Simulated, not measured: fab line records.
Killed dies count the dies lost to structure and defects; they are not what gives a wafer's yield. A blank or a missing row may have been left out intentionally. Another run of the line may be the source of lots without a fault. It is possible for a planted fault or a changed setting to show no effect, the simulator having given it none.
Chamber matching / flow nand_harc / NHARC_A_STAIRCASE_CMP_152 on cmp-01: 4 sister chambers
The step polishes. 8 wafers are shown with their chamber, then 11 later ones without.

WAFERS WITH THEIR CHAMBER
wafer=L081.5; chamber=2; motor_current_A (A)=12.6; retaining_ring_pressure_frac=1.002
wafer=L085.5; chamber=3; motor_current_A (A)=12.2; retaining_ring_pressure_frac=0.996
wafer=L087.2; chamber=1; motor_current_A (A)=12.0; retaining_ring_pressure_frac=1.000
wafer=L087.5; chamber=2; motor_current_A (A)=12.8; retaining_ring_pressure_frac=0.996
wafer=L089.1; chamber=1; motor_current_A (A)=12.0; retaining_ring_pressure_frac=0.997
wafer=L089.2; chamber=0; motor_current_A (A)=11.6; retaining_ring_pressure_frac=0.995
wafer=L089.3; chamber=3; motor_current_A (A)=11.6; retaining_ring_pressure_frac=1.009
wafer=L094.2; chamber=0; motor_current_A (A)=11.5; retaining_ring_pressure_frac=0.994

WAFERS WITHOUT THEIR CHAMBER
wafer=L094.3; motor_current_A (A)=11.8; retaining_ring_pressure_frac=0.997
wafer=L094.6; motor_current_A (A)=11.8; retaining_ring_pressure_frac=0.992
wafer=L092.1; motor_current_A (A)=12.3; retaining_ring_pressure_frac=1.005
wafer=L092.2; motor_current_A (A)=10.8; retaining_ring_pressure_frac=0.990
wafer=L092.4; motor_current_A (A)=11.9; retaining_ring_pressure_frac=1.003
wafer=L093.3; motor_current_A (A)=12.1; retaining_ring_pressure_frac=1.001
wafer=L093.5; motor_current_A (A)=11.6; retaining_ring_pressure_frac=0.996
wafer=L093.6; motor_current_A (A)=11.6; retaining_ring_pressure_frac=0.999
wafer=L097.1; motor_current_A (A)=11.8; retaining_ring_pressure_frac=0.995
wafer=L097.2; motor_current_A (A)=12.6; retaining_ring_pressure_frac=0.999
wafer=L097.4; motor_current_A (A)=12.1; retaining_ring_pressure_frac=1.001

WHICH CHAMBER EACH ONE RAN IN
wafer=L094.3; from the rows above=can't be placed: 1 or 3 or 0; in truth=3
wafer=L094.6; from the rows above=can't be placed: 0 or 1 or 3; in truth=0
wafer=L092.1; from the rows above=can't be placed: 1 or 3 or 2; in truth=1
wafer=L092.2; from the rows above=can't be placed: 0 or 3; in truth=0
wafer=L092.4; from the rows above=can't be placed: 3 or 1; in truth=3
wafer=L093.3; from the rows above=can't be placed: 1 or 3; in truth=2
wafer=L093.5; from the rows above=can't be placed: 0 or 3 or 1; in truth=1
wafer=L093.6; from the rows above=can't be placed: 0 or 3 or 1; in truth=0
wafer=L097.1; from the rows above=can't be placed: 0 or 1 or 3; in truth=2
wafer=L097.2; from the rows above=2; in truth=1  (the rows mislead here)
wafer=L097.4; from the rows above=can't be placed: 1 or 3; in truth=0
0 of 11 placed correctly. Can't be placed from these rows: 10 (the true chamber is among the candidates in 7). Placed wrongly: 1.
How it was worked out, from the rows above alone: a wafer's distance from a chamber is the root of the sum, over the readings, of the square of ((its reading less the chamber's mean) divided by the reading's scatter). If the next closest chamber is less than 2 further off than the closest, the wafer can't be placed; otherwise it belongs to the closest. The mean given for a chamber averages the wafers shown for that chamber. The scatter: take each reading less its chamber's mean, square it, sum over the shown wafers, divide by the number of wafers less the number of chambers, and take the root.
